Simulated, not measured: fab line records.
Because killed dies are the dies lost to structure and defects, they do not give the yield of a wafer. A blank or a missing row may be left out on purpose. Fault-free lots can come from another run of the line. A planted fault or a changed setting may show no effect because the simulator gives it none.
fab line records -- flow n5Finfet
record lots=10, wafers=30, lastDay=21
route steps=1938 shown BEOL_M2@900 BEOL_M4@1111 PASSIVATION@1936
lots with no fault: from the same line, run without faults
startH: start of the lot's first displayed wafer, in hours after the record's first day -- waitH: how many hours have passed since the lot's step before this one -- " unchanged from the row above -- L1.1+2: a single row standing in for several wafers -- - no value, or no start given -- * or withheld: withheld -- < > ~ a bound
route shown NAME@n: names a module that has steps shown in the file, with the first one's number in the route -- usual: the fault-free wafers' mean and standard deviation -- same: alike in all rows -- chamber/n: place in a boat -- sites: readings site by site -- _std_site: the values' standard deviation -- _edge_site: inner sites' mean taken away from outer sites' mean -- radiusMm: for every site, how far away it sits from the centre of the wafer -- mask NAME#n: copy n -- behind: the tool/chamber that last shaped the wafer -- hold: cause of the lot's hold/its duration in hours/its outcome -- device: names the non-switching transistor (n, p or np) -- end of line: the same wafers' tests at the end of the route -- a step without rows: its recipe alone -- killed: count of dies lost to structure and defects at first sort (not the wafer's yield) -- map: a wafer's dies, marking killed ones x, the rest . and places with no die _
set.NAME: the setting that was run; set.NAME@STEP: the one run at that earlier step -- model.NAME: the simulator's own value behind a step, which no gauge read
steps of the route over a sample of lots; a table a step, a row a wafer
services: when a tool's chamber went out of use (startH, in hours from the record's first day, below 0 if earlier), for how many hours, and the reason
## steps
# step N5_BEOL_M2_PRE_CLEAN_45
# recipe gas=H2/He, timeS=30, tempC=250
# usual heaterPowerW=311/27
lot.wafer,tool,chamber,startH,waitH,heaterPowerW
L737.2,pvdSputter-03,-,183.94,0.0,323
L737.3,pvdSputter-03,-,183.94,0.0,265
L737.5,pvdSputter-03,-,183.94,0.0,336
L740.2,pvdSputter-02,-,210.90,0.0,350
L740.4,pvdSputter-02,-,210.90,0.0,310
L740.5,pvdSputter-02,-,210.90,0.0,288
L744.1,pvdSputter-02,-,215.10,0.0,341
L744.4,pvdSputter-02,-,215.10,0.0,306
L744.5,pvdSputter-02,-,215.10,0.0,288
L741.3,pvdSputter-02,-,218.56,0.0,298
L741.5,pvdSputter-02,-,218.56,0.0,271
L741.6,pvdSputter-02,-,218.56,0.0,307
L746.2,pvdSputter-02,-,221.14,0.0,348
L746.3,pvdSputter-02,-,221.14,0.0,286
L746.4,pvdSputter-02,-,221.14,0.0,285
L745.2,pvdSputter-01,-,250.73,0.0,310
L745.3,pvdSputter-01,-,250.73,0.0,363
L745.4,pvdSputter-01,-,250.73,0.0,297
L752.2,pvdSputter-01,-,289.93,0.0,291
L752.3,pvdSputter-01,-,289.93,0.0,377
L752.5,pvdSputter-01,-,289.93,0.0,364
L754.2,pvdSputter-02,-,300.68,0.0,283
L754.3,pvdSputter-02,-,300.68,0.0,276
L754.4,pvdSputter-02,-,300.68,0.0,314
L753.2,pvdSputter-03,-,304.62,0.0,318
L753.3,pvdSputter-03,-,304.62,0.0,332
L753.6,pvdSputter-03,-,304.62,0.0,305
L755.1,pvdSputter-02,-,317.81,0.0,284
L755.2,pvdSputter-02,-,317.81,0.0,317
L755.6,pvdSputter-02,-,317.81,0.0,281
# step N5_BEOL_M2_SPUTTER_48
# recipe material=Cu, targetThkA=45, tempC=-20, chamberPressurePa=0.07, powerW=withheld, timeS=8.29
# usual chamberPressurePa=0.07/0.00014, chuckGasFlowSccm=1.26/0.051, throttleValvePct=29.9/0.63
lot.wafer,tool,chamber,startH,waitH,chamberPressurePa,chuckGasFlowSccm,throttleValvePct
L737.2,pvdSputter-02,-,184.63,0.2,0.06995,1.21,29.6
L737.3,pvdSputter-02,-,184.63,0.2,0.0699,1.29,29.8
L737.5,pvdSputter-02,-,184.63,0.2,0.06992,1.19,29.7
L740.2,pvdSputter-01,-,212.53,0.9,0.07018,1.32,31.0
L740.4,pvdSputter-01,-,212.53,0.9,0.07008,1.34,29.4
L740.5,pvdSputter-01,-,212.53,0.9,0.07023,1.20,29.8
L744.1,pvdSputter-01,-,217.51,1.8,0.07006,1.22,29.3
L744.4,pvdSputter-01,-,217.51,1.8,0.06966,1.23,31.2
L744.5,pvdSputter-01,-,217.51,1.8,0.06986,1.28,30.9
L741.3,pvdSputter-01,-,219.35,0.2,0.07002,1.33,31.1
L741.5,pvdSputter-01,-,219.35,0.2,0.07006,1.17,29.5
L741.6,pvdSputter-01,-,219.35,0.2,0.06999,1.35,29.9
L746.2,pvdSputter-02,-,221.82,0.1,0.07,1.39,29.9
L746.3,pvdSputter-02,-,221.82,0.1,0.06995,1.30,29.6
L746.4,pvdSputter-02,-,221.82,0.1,0.07018,1.26,29.5
L745.2,pvdSputter-02,-,253.04,1.7,0.06988,1.32,29.8
L745.3,pvdSputter-02,-,253.04,1.7,0.07012,1.17,29.3
L745.4,pvdSputter-02,-,253.04,1.7,0.07005,1.28,30.7
L752.2,pvdSputter-02,-,290.56,0.1,0.07008,1.24,30.0
L752.3,pvdSputter-02,-,290.56,0.1,0.06987,1.31,29.6
L752.5,pvdSputter-02,-,290.56,0.1,0.06994,1.25,30.6
L754.2,pvdSputter-02,-,302.83,1.1,0.07007,1.26,29.6
L754.3,pvdSputter-02,-,302.83,1.1,0.06968,1.20,30.6
L754.4,pvdSputter-02,-,302.83,1.1,0.06985,1.26,29.3
L753.2,pvdSputter-02,-,305.30,0.1,0.07006,1.29,30.0
L753.3,pvdSputter-02,-,305.30,0.1,0.07011,1.21,30.5
L753.6,pvdSputter-02,-,305.30,0.1,0.06983,1.29,29.4
L755.1,pvdSputter-02,-,318.49,0.1,0.07026,1.17,30.3
L755.2,pvdSputter-02,-,318.49,0.1,0.06995,1.36,29.7
L755.6,pvdSputter-02,-,318.49,0.1,0.07003,1.30,29.4
# step N5_BEOL_M2_SPUTTER_81
# recipe material=Cu, targetThkA=45, tempC=-20, chamberPressurePa=0.07, powerW=withheld, timeS=8.29
# usual chamberPressurePa=0.06998/0.00015, chuckGasFlowSccm=1.27/0.051, throttleValvePct=29.9/0.62
lot.wafer,tool,chamber,startH,waitH,chamberPressurePa,chuckGasFlowSccm,throttleValvePct
L737.2,pvdSputter-02,-,185.07,0.1,0.0699,1.32,29.8
L737.3,pvdSputter-02,-,185.07,0.1,0.06997,1.28,29.9
L737.5,pvdSputter-02,-,185.07,0.1,0.0699,1.33,29.4
L740.2,pvdSputter-01,-,212.97,0.1,0.06999,1.25,31.2
L740.4,pvdSputter-01,-,212.97,0.1,0.06989,1.28,29.4
L740.5,pvdSputter-01,-,212.97,0.1,0.07021,1.27,29.8
L744.1,pvdSputter-01,-,217.95,0.1,-,-,-
L744.4,pvdSputter-01,-,217.95,0.1,-,-,-
L744.5,pvdSputter-01,-,217.95,0.1,-,-,-
L741.3,pvdSputter-01,-,219.79,0.1,-,-,-
L741.5,pvdSputter-01,-,219.79,0.1,-,-,-
L741.6,pvdSputter-01,-,219.79,0.1,-,-,-
L746.2,pvdSputter-02,-,222.26,0.1,-,-,-
L746.3,pvdSputter-02,-,222.26,0.1,-,-,-
L746.4,pvdSputter-02,-,222.26,0.1,-,-,-
L745.2,pvdSputter-02,-,253.48,0.1,0.06991,1.28,30.0
L745.3,pvdSputter-02,-,253.48,0.1,0.06993,1.21,29.4
L745.4,pvdSputter-02,-,253.48,0.1,0.06996,1.25,30.3
L752.2,pvdSputter-02,-,291.00,0.1,0.06973,1.25,29.8
L752.3,pvdSputter-02,-,291.00,0.1,0.06998,1.36,29.5
L752.5,pvdSputter-02,-,291.00,0.1,0.07003,1.29,30.5
L754.2,pvdSputter-02,-,303.30,0.1,0.07008,1.22,29.7
L754.3,pvdSputter-02,-,303.30,0.1,0.07009,1.22,30.7
L754.4,pvdSputter-02,-,303.30,0.1,0.07016,1.37,29.5
L753.2,pvdSputter-02,-,305.77,0.1,0.07015,1.31,29.7
L753.3,pvdSputter-02,-,305.77,0.1,0.07041,1.27,30.4
L753.6,pvdSputter-02,-,305.77,0.1,0.06987,1.28,29.5
L755.1,pvdSputter-02,-,318.93,0.1,0.0699,1.31,30.4
L755.2,pvdSputter-02,-,318.93,0.1,0.06999,1.30,29.8
L755.6,pvdSputter-02,-,318.93,0.1,0.07001,1.29,29.4
# step N5_BEOL_M2_ANNEAL_91
# recipe tempC=400, timeS=240, ambient=vacuum
# usual heaterPowerW=781/75
lot.wafer,tool,chamber,startH,waitH,heaterPowerW
L737.2,pvdSputter-02,-,185.81,0.0,697
L737.3,pvdSputter-02,-,185.81,0.0,756
L737.5,pvdSputter-02,-,185.81,0.0,696
L740.2,pvdSputter-01,-,213.71,0.0,746
L740.4,pvdSputter-01,-,213.71,0.0,803
L740.5,pvdSputter-01,-,213.71,0.0,910
L744.1,pvdSputter-01,-,218.69,0.0,793
L744.4,pvdSputter-01,-,218.69,0.0,728
L744.5,pvdSputter-01,-,218.69,0.0,751
L741.3,pvdSputter-01,-,220.53,0.0,720
L741.5,pvdSputter-01,-,220.53,0.0,856
L741.6,pvdSputter-01,-,220.53,0.0,895
L746.2,pvdSputter-02,-,223.00,0.0,764
L746.3,pvdSputter-02,-,223.00,0.0,719
L746.4,pvdSputter-02,-,223.00,0.0,683
L745.2,pvdSputter-02,-,254.22,0.0,778
L745.3,pvdSputter-02,-,254.22,0.0,693
L745.4,pvdSputter-02,-,254.22,0.0,876
L752.2,pvdSputter-02,-,291.74,0.0,772
L752.3,pvdSputter-02,-,291.74,0.0,690
L752.5,pvdSputter-02,-,291.74,0.0,857
L754.2,pvdSputter-02,-,304.11,0.0,696
L754.3,pvdSputter-02,-,304.11,0.0,868
L754.4,pvdSputter-02,-,304.11,0.0,699
L753.2,pvdSputter-02,-,306.55,0.0,690
L753.3,pvdSputter-02,-,306.55,0.0,852
L753.6,pvdSputter-02,-,306.55,0.0,690
L755.1,pvdSputter-02,-,319.67,0.0,871
L755.2,pvdSputter-02,-,319.67,0.0,791
L755.6,pvdSputter-02,-,319.67,0.0,688
# step N5_BEOL_M4_RC_MEAS_101
# usual DIBL_N=36.1/2.3, DIBL_P=36/3.2, IOFF_N=0.16/0.045, IOFF_P=0.21/0.049, ION_N=674/14, ION_P=462/8.4, SS_N=71.6/0.83, SS_P=73.2/0.87, VT_N=249/3.8, VT_P=-250/3.4
lot.wafer,tool,chamber,startH,waitH,DIBL_N[mV/V],DIBL_P[mV/V],IOFF_N[nA/um],IOFF_P[nA/um],ION_N[uA/um],ION_P[uA/um],SS_N[mV/dec],SS_P[mV/dec],VT_N[mV],VT_P[mV]
L737.2,prober-01,0,260.07,0.2,39.1,42,0.22,0.29,686,468,72.3,74.4,246,-246
L737.3,prober-01,0,260.07,0.2,38.2,40,0.20,0.26,679,465,72.0,73.7,248,-246
L737.5,prober-01,0,260.07,0.2,36.7,39,0.19,0.26,695,481,71.3,73.7,244,-246
L740.2,prober-02,0,277.70,0.2,35.9,36,0.16,0.18,671,449,71.5,74.0,248,-250
L740.4,prober-02,0,277.70,0.2,31.9,31,0.10,0.13,663,451,69.7,72.0,252,-256
L740.5,prober-02,0,277.70,0.2,35.3,34,0.16,0.17,670,453,70.8,72.7,246,-255
L746.2,prober-02,0,297.29,0.2,34.9,35,0.13,0.20,682,472,71.0,73.2,253,-250
L746.3,prober-02,0,297.29,0.2,35.4,33,0.13,0.17,662,458,71.3,72.0,251,-255
L746.4,prober-02,0,297.29,0.2,34.2,33,0.11,0.15,648,444,70.2,72.0,257,-256
L744.1,prober-01,0,303.85,0.0,33.8,34,0.16,0.22,667,462,71.5,73.0,248,-248
L744.4,prober-01,0,303.85,0.0,34.2,34,0.14,0.21,662,460,71.5,72.4,250,-249
L744.5,prober-01,0,303.85,0.0,34.2,34,0.15,0.21,684,474,71.1,73.1,248,-249
L741.3,prober-02,0,311.05,0.3,37.8,38,0.18,0.23,684,470,72.6,73.9,251,-250
L741.5,prober-02,0,311.05,0.3,42.2,44,0.31,0.34,692,471,73.7,76.2,243,-247
L741.6,prober-02,0,311.05,0.3,36.9,37,0.17,0.22,694,468,71.5,73.5,246,-250
L745.2,prober-02,0,317.56,0.2,35.8,34,0.12,0.21,652,457,71.0,73.4,254,-251
L745.3,prober-02,0,317.56,0.2,35.1,34,0.13,0.20,662,464,71.3,71.6,251,-249
L745.4,prober-02,0,317.56,0.2,37.7,37,0.16,0.25,675,465,71.9,73.4,251,-247
L752.2,prober-02,0,355.66,0.2,36.0,35,0.16,0.22,669,460,71.3,72.8,248,-247
L752.3,prober-02,0,355.66,0.2,34.3,33,0.15,0.20,670,459,71.2,72.3,248,-248
L752.5,prober-02,0,355.66,0.2,38.8,39,0.24,0.29,688,464,72.0,73.4,243,-247
L754.2,prober-02,0,358.83,0.2,37.6,38,0.17,0.20,673,458,71.3,73.8,248,-252
L754.3,prober-02,0,358.83,0.2,39.2,41,0.21,0.28,674,466,72.2,75.1,249,-249
L754.4,prober-02,0,358.83,0.2,36.5,37,0.15,0.20,675,462,71.2,73.9,248,-254
L753.2,prober-01,0,388.49,0.2,35.1,37,0.15,0.23,659,460,71.3,73.8,250,-250
L753.3,prober-01,0,388.49,0.2,36.6,38,0.19,0.23,682,457,72.4,73.2,248,-250
L753.6,prober-01,0,388.49,0.2,35.3,37,0.15,0.21,665,454,71.9,73.4,252,-250
L755.1,prober-02,0,388.83,0.0,40.9,44,0.28,0.38,686,469,73.0,75.4,241,-241
L755.2,prober-02,0,388.83,0.0,40.3,43,0.30,0.36,695,472,72.4,74.8,239,-240
L755.6,prober-02,0,388.83,0.0,39.2,41,0.26,0.31,685,464,72.8,75.0,243,-243
# step N5_PASSIVATION_PROBE_49
# usual defectLimitedYield=90.9/1.6, killed_at_M0_to_M3=37/11, killed_at_M4_up=15/5.6, killedAtContacts=13/6.4, killedAtFrontEnd=39/11, killedAtOther=4/3.1, killedDies=107/19, killedOnRim=14/4.3, killedOpen=71/14, killedShort=34/7.8, sort_bin_4_leakage=0.01/0.053, sort_bin_5_function=5.3/1, sort_bin_6_memory=3.4/0.72, sort_bin_8_speed=0.0/0.42, sortNPass=1072/20, sortYieldPct=90.9/1.7
# same grossDies=1180, killedAtBackSide=0
lot.wafer,tool,chamber,startH,waitH,defectLimitedYield[%],killed_at_M0_to_M3,killed_at_M4_up,killedAtContacts,killedAtFrontEnd,killedAtOther,killedDies,killedOnRim,killedOpen,killedShort,sort_bin_4_leakage[%],sort_bin_5_function[%],sort_bin_6_memory[%],sort_bin_8_speed[%],sortNPass,sortYieldPct[%]
L737.2,prober-02,-,368.48,0.1,89.5,41,23,26,30,4,124,15,82,34,0,5.2,4.4,0,1056,89.5
L737.3,prober-02,-,368.53,0.1,90.3,36,10,15,52,2,115,18,68,37,0,5.3,3.4,0,1065,90.3
L737.5,prober-02,-,368.63,0.2,88.6,33,22,16,50,14,135,17,78,48,0,5.8,4.6,0,1045,88.6
L740.2,prober-02,-,395.33,0.1,92.5,35,18,17,17,2,89,12,65,21,0,4.4,3.0,0,1091,92.5
L740.4,prober-02,-,395.43,0.2,91.4,33,29,15,25,0,102,16,66,33,0,5.4,2.7,0,1078,91.4
L740.5,prober-02,-,395.48,0.2,92.7,43,12,4,19,8,86,12,58,26,0,3.9,2.9,0,1094,92.7
L746.2,prober-02,-,429.19,0.1,91.1,18,26,19,37,5,105,16,72,26,0,4.7,3.8,0,1075,91.1
L746.3,prober-02,-,429.24,0.1,92.1,30,9,10,43,1,93,11,62,23,0,4.8,2.8,0,1087,92.1
L746.4,prober-02,-,429.29,0.2,88.4,38,32,13,52,2,137,14,95,37,0,7.5,3.6,0.2,1041,88.2
L741.3,prober-02,-,430.31,0.1,88.4,45,20,15,48,9,137,20,89,41,0,7.4,4.1,0,1043,88.4
L741.5,prober-02,-,430.41,0.2,87.7,51,25,21,41,7,145,18,101,34,0.51,6.9,5.1,0,1029,87.2
L741.6,prober-02,-,430.46,0.3,90.2,51,20,10,28,7,116,11,68,42,0,4.9,4.2,0,1064,90.2
L744.1,prober-01,-,435.53,0.0,88.1,61,12,16,46,6,141,13,83,49,0,6.8,4.5,0,1039,88.1
L744.4,prober-01,-,435.68,0.2,90.6,39,14,10,41,7,111,25,62,39,0,5.8,3.4,0,1069,90.6
L744.5,prober-01,-,435.73,0.2,90.3,39,19,11,45,1,115,12,77,31,0,6.2,3.2,0,1065,90.3
L745.2,prober-01,-,450.60,0.1,90.4,26,17,8,60,2,113,12,78,33,0,5.4,4.0,0,1067,90.4
L745.3,prober-01,-,450.65,0.1,89.4,32,20,12,54,7,125,18,83,41,0,5.9,4.0,0,1055,89.4
L745.4,prober-01,-,450.70,0.2,88.8,39,15,20,49,9,132,14,85,46,0,6.1,4.9,0,1048,88.8
L752.2,prober-02,-,491.57,0.1,91.0,26,17,9,51,3,106,17,64,40,0,5.3,3.4,0,1074,91.0
L752.3,prober-02,-,491.62,0.1,89.7,29,25,14,52,1,121,17,81,35,0,5.8,4.2,0,1059,89.7
L752.5,prober-02,-,491.72,0.2,91.4,36,15,11,37,3,102,12,68,33,0,5.3,3.2,0,1078,91.4
L753.2,prober-02,-,494.88,0.1,85.6,67,14,36,47,6,170,23,121,48,0,9.0,4.8,0,1010,85.6
L753.3,prober-02,-,494.93,0.1,89.7,40,21,15,44,2,122,17,80,42,0,6.2,4.0,0,1058,89.7
L753.6,prober-02,-,495.08,0.3,90.4,39,21,22,30,1,113,17,83,30,0,6.3,3.0,0,1067,90.4
L755.1,prober-02,-,496.17,0.0,92.8,27,10,10,29,9,85,10,55,29,0,4.2,2.7,0,1095,92.8
L755.2,prober-02,-,496.22,0.1,91.4,41,17,6,36,2,102,10,67,32,0.25,4.8,3.6,0,1075,91.1
L755.6,prober-02,-,496.42,0.3,93.1,42,11,5,21,2,81,7,50,27,0,4.4,2.3,0,1099,93.1
L754.2,prober-01,-,496.22,0.1,92.7,25,15,10,34,2,86,15,56,29,0,4.4,2.7,0,1094,92.7
L754.3,prober-01,-,496.27,0.1,90.5,36,11,10,52,3,112,9,72,38,0,5.9,3.2,0,1068,90.5
L754.4,prober-01,-,496.32,0.2,89.8,48,17,18,36,1,120,20,95,24,0,6.1,3.7,0,1060,89.8
# killed by level:class
L737.2 MOL_CONTACT_COAG:geometricParticle:open=22 BEOL_M4:geometricParticle:open=12 DUMMY_GATE:geometricParticle:open=9 BEOL_M0_SAQP:geometricParticle:short=9 BEOL_M3:geometricParticle:open=8 BEOL_M2:geometricParticle:open=7 BEOL_M0_SAQP:geometricParticle:open=6 BEOL_M5:geometricParticle:open=5
L737.3 MOL_CONTACT_COAG:geometricParticle:open=12 FIN_SAQP:geometricParticle:open=10 FIN_SAQP:geometricParticle:short=9 HKMG_FIN:areaEtch=8 BEOL_M2:geometricParticle:open=7 STI_FIN_REVEAL:geometricParticle:open=6 BEOL_M0_SAQP:geometricParticle:short=6 BEOL_M0_SAQP:geometricParticle:open=6
L737.5 FIN_SAQP:geometricParticle:short=11 BEOL_M4:geometricParticle:open=10 FIN_SAQP:geometricParticle:open=9 MOL_CONTACT_COAG:geometricParticle:open=9 BEOL_M3:geometricParticle:open=8 BEOL_M5:geometricParticle:open=7 MOL_CONTACT_COAG:geometricParticle:short=7 BEOL_M0_SAQP:geometricParticle:open=7
L740.2 MOL_CONTACT_COAG:geometricParticle:open=14 BEOL_M2:geometricParticle:open=13 BEOL_M4:geometricParticle:open=9 STI_FIN_REVEAL:geometricParticle:open=5 BEOL_M3:geometricParticle:open=5 FIN_SAQP:geometricParticle:open=3 GATE_CUT:geometricParticle:short=3 MOL_CONTACT_COAG:geometricParticle:short=3
L740.4 BEOL_M4:geometricParticle:open=16 MOL_CONTACT_COAG:geometricParticle:open=13 BEOL_M1:geometricParticle:open=10 FIN_SAQP:geometricParticle:short=9 BEOL_M0_SAQP:geometricParticle:short=5 FIN_SAQP:geometricParticle:open=4 BEOL_M0:geometricParticle:short=4 BEOL_M4:geometricParticle:short=4
L740.5 BEOL_M1:geometricParticle:open=12 BEOL_M2:geometricParticle:open=8 BEOL_M0_SAQP:geometricParticle:open=5 BEOL_M0_SAQP:geometricParticle:short=5 BEOL_M0:geometricParticle:open=4 FIN_SAQP:geometricParticle:open=3 ILD0:geometricParticle:open=3 MOL_CONTACT_COAG:geometricParticle:open=3
L746.2 FIN_SAQP:geometricParticle:open=17 MOL_CONTACT_COAG:geometricParticle:open=16 BEOL_M4:geometricParticle:open=16 FIN_SAQP:geometricParticle:short=9 STI_FIN_REVEAL:geometricParticle:open=4 BEOL_M2:interfaceVoidOpened=3 MOL_CONTACT_COAG:geometricParticle:short=3 SD_EPI_N:coatMicrobubblePrinted=2
L746.3 FIN_SAQP:geometricParticle:open=14 MOL_CONTACT_COAG:geometricParticle:open=10 BEOL_M3:geometricParticle:open=10 STI_FIN_REVEAL:geometricParticle:open=9 GATE_CUT:geometricParticle:short=7 BEOL_M2:interfaceVoidOpened=5 FIN_SAQP:geometricParticle:short=4 BEOL_M4:geometricParticle:open=4
L746.4 BEOL_M4:geometricParticle:open=19 FIN_SAQP:geometricParticle:open=17 MOL_CONTACT_COAG:geometricParticle:open=13 BEOL_M3:geometricParticle:open=11 FIN_SAQP:geometricParticle:short=8 STI_FIN_REVEAL:geometricParticle:open=8 BEOL_M2:geometricParticle:open=7 BEOL_M3:geometricParticle:short=5
L741.3 DUMMY_GATE:geometricParticle:open=13 MOL_CONTACT_COAG:geometricParticle:open=12 BEOL_M4:geometricParticle:open=12 BEOL_M1:geometricParticle:open=11 BEOL_M2:geometricParticle:open=11 FIN_SAQP:geometricParticle:short=8 STI_FIN_REVEAL:geometricParticle:open=8 FIN_SAQP:geometricParticle:open=7
L741.5 MOL_CONTACT_COAG:geometricParticle:open=18 BEOL_M2:geometricParticle:open=15 BEOL_M0_SAQP:geometricParticle:open=14 BEOL_M4:geometricParticle:open=13 FIN_SAQP:geometricParticle:open=10 DUMMY_GATE:geometricParticle:open=7 FIN_SAQP:geometricParticle:short=6 BEOL_M2:interfaceVoidOpened=6
L741.6 BEOL_M4:geometricParticle:open=14 BEOL_M2:geometricParticle:open=13 MOL_CONTACT_COAG:geometricParticle:open=8 BEOL_M3:geometricParticle:open=8 FIN_SAQP:geometricParticle:short=7 BEOL_M0_SAQP:geometricParticle:short=7 BEOL_M2:geometricParticle:short=6 STARTING-WAFER:geometricParticle:short=4
L744.1 MOL_CONTACT_COAG:geometricParticle:open=14 BEOL_M2:geometricParticle:open=14 FIN_SAQP:geometricParticle:short=13 BEOL_M3:geometricParticle:open=11 FIN_SAQP:geometricParticle:open=10 BEOL_M0_SAQP:geometricParticle:short=8 BEOL_M0_SAQP:geometricParticle:open=8 STI_FIN_REVEAL:geometricParticle:open=7
L744.4 FIN_SAQP:geometricParticle:short=15 MOL_CONTACT_COAG:geometricParticle:open=8 BEOL_M0_SAQP:geometricParticle:open=8 BEOL_M2:geometricParticle:open=8 FIN_SAQP:geometricParticle:open=6 BEOL_M2:interfaceVoidOpened=6 BEOL_M0:geometricParticle:short=5 BEOL_M4:geometricParticle:open=5
L744.5 STI_FIN_REVEAL:geometricParticle:open=19 BEOL_M2:geometricParticle:open=18 FIN_SAQP:geometricParticle:short=10 MOL_CONTACT_COAG:geometricParticle:open=9 BEOL_M4:geometricParticle:open=9 BEOL_M2:interfaceVoidOpened=7 BEOL_M0_SAQP:geometricParticle:short=5 FIN_SAQP:geometricParticle:open=4
L745.2 STI_FIN_REVEAL:geometricParticle:open=25 FIN_SAQP:geometricParticle:short=9 BEOL_M0_SAQP:geometricParticle:open=9 BEOL_M4:geometricParticle:open=9 BEOL_M0_SAQP:geometricParticle:short=8 FIN_SAQP:geometricParticle:open=6 MOL_CONTACT_COAG:geometricParticle:open=5 BEOL_M3:geometricParticle:open=5
L745.3 STI_FIN_REVEAL:geometricParticle:open=19 BEOL_M4:geometricParticle:open=13 BEOL_M0_SAQP:geometricParticle:short=10 BEOL_M0_SAQP:geometricParticle:open=9 STI_FIN_REVEAL:geometricParticle:short=7 MOL_CONTACT_COAG:geometricParticle:open=7 FIN_SAQP:geometricParticle:open=5 DUMMY_GATE:geometricParticle:open=5
L745.4 STI_FIN_REVEAL:geometricParticle:open=15 MOL_CONTACT_COAG:geometricParticle:open=15 FIN_SAQP:geometricParticle:open=12 FIN_SAQP:geometricParticle:short=10 BEOL_M0_SAQP:geometricParticle:open=10 BEOL_M0_SAQP:geometricParticle:short=9 BEOL_M4:geometricParticle:open=9 BEOL_M2:geometricParticle:open=8
L752.2 FIN_SAQP:geometricParticle:short=12 FIN_SAQP:geometricParticle:open=11 BEOL_M4:geometricParticle:open=10 STI_FIN_REVEAL:geometricParticle:open=9 MOL_CONTACT_COAG:geometricParticle:open=9 BEOL_M1:geometricParticle:open=6 STI_FIN_REVEAL:geometricParticle:short=5 BEOL_M0:geometricParticle:open=4
L752.3 STI_FIN_REVEAL:geometricParticle:open=15 MOL_CONTACT_COAG:geometricParticle:open=10 BEOL_M4:geometricParticle:open=10 FIN_SAQP:geometricParticle:short=9 FIN_SAQP:geometricParticle:open=8 BEOL_M1:geometricParticle:open=7 BEOL_M0_SAQP:geometricParticle:short=5 BEOL_M5:geometricParticle:short=5
L752.5 STI_FIN_REVEAL:geometricParticle:open=11 BEOL_M0_SAQP:geometricParticle:open=11 BEOL_M0_SAQP:geometricParticle:short=8 FIN_SAQP:geometricParticle:open=7 MOL_CONTACT_COAG:geometricParticle:open=6 FIN_SAQP:geometricParticle:short=5 DUMMY_GATE:geometricParticle:open=5 MOL_CONTACT_COAG:geometricParticle:short=5
L753.2 MOL_CONTACT_COAG:geometricParticle:open=31 BEOL_M0_SAQP:geometricParticle:open=16 BEOL_M0_SAQP:geometricParticle:short=14 BEOL_M1:geometricParticle:open=13 BEOL_M2:geometricParticle:open=13 DUMMY_GATE:geometricParticle:open=9 FIN_SAQP:geometricParticle:short=8 STI_FIN_REVEAL:geometricParticle:open=8
L753.3 BEOL_M0_SAQP:geometricParticle:short=13 MOL_CONTACT_COAG:geometricParticle:open=13 BEOL_M0_SAQP:geometricParticle:open=13 GATE_CUT:geometricParticle:short=10 FIN_SAQP:geometricParticle:open=8 STI_FIN_REVEAL:geometricParticle:open=8 BEOL_M4:geometricParticle:open=8 BEOL_M2:geometricParticle:open=5
L753.6 MOL_CONTACT_COAG:geometricParticle:open=18 BEOL_M0_SAQP:geometricParticle:open=12 BEOL_M4:geometricParticle:open=11 FIN_SAQP:geometricParticle:open=9 DUMMY_GATE:geometricParticle:open=9 BEOL_M0_SAQP:geometricParticle:short=8 BEOL_M1:geometricParticle:short=5 BEOL_M2:geometricParticle:open=5
L755.1 FIN_SAQP:geometricParticle:open=9 MOL_CONTACT_COAG:geometricParticle:open=7 BEOL_M2:geometricParticle:open=6 FIN_SAQP:geometricParticle:short=5 BEOL_M3:geometricParticle:open=5 BEOL_M4:geometricParticle:open=5 BEOL_M0_SAQP:geometricParticle:open=4 BEOL_M1:geometricParticle:open=4
L754.2 STI_FIN_REVEAL:geometricParticle:open=10 BEOL_M3:geometricParticle:open=9 MOL_CONTACT_COAG:geometricParticle:open=8 BEOL_M4:geometricParticle:short=6 FIN_SAQP:geometricParticle:open=5 BEOL_M0_SAQP:geometricParticle:short=5 STI_FIN_REVEAL:geometricParticle:short=3 DUMMY_GATE:geometricParticle:open=3
L755.2 BEOL_M3:geometricParticle:open=14 STI_FIN_REVEAL:geometricParticle:open=12 FIN_SAQP:geometricParticle:open=7 BEOL_M0_SAQP:geometricParticle:short=6 BEOL_M3:geometricParticle:short=6 BEOL_M4:geometricParticle:open=6 MOL_CONTACT_COAG:geometricParticle:open=5 BEOL_M1:geometricParticle:open=5
L754.3 STI_FIN_REVEAL:geometricParticle:open=16 BEOL_M3:geometricParticle:open=9 STI_FIN_REVEAL:geometricParticle:short=7 MOL_CONTACT_COAG:geometricParticle:open=7 BEOL_M0_SAQP:geometricParticle:short=6 FIN_SAQP:geometricParticle:open=5 GATE_CUT:geometricParticle:short=5 BEOL_M0:geometricParticle:open=5
L754.4 MOL_CONTACT_COAG:geometricParticle:open=16 BEOL_M3:geometricParticle:open=14 STI_FIN_REVEAL:geometricParticle:open=12 BEOL_M0_SAQP:geometricParticle:open=10 BEOL_M4:geometricParticle:open=8 FIN_SAQP:geometricParticle:open=7 DUMMY_GATE:geometricParticle:open=6 BEOL_M0_SAQP:geometricParticle:short=6
L755.6 BEOL_M0_SAQP:geometricParticle:short=13 BEOL_M2:geometricParticle:open=8 FIN_SAQP:geometricParticle:open=6 BEOL_M3:geometricParticle:open=6 BEOL_M0_SAQP:geometricParticle:open=5 DUMMY_GATE:geometricParticle:open=4 BEOL_M4:geometricParticle:open=4 BEOL_M1:geometricParticle:open=4
## services
tool,chamber,startH,hours,kind
pvdSputter-03,-,216.35,1.0,repair
## key
firstSign step=N5_BEOL_M2_SPUTTER_81, reading=toolRecord, direction=missing
effect none on later readings
metAt N5_BEOL_M2_SPUTTER_81
struckLots L741,L744,L746
notActingAt N5_BEOL_M2_PRE_CLEAN_45,N5_BEOL_M2_SPUTTER_48,N5_BEOL_M2_ANNEAL_91
onsetBetween 212.97 217.95
fault kind=skippedStepWhole, tool=pvdSputter-01,pvdSputter-02, chamber=-, onsetH=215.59, steps=N5_BEOL_M2_SPUTTER_81, scope=struckLotsOnly
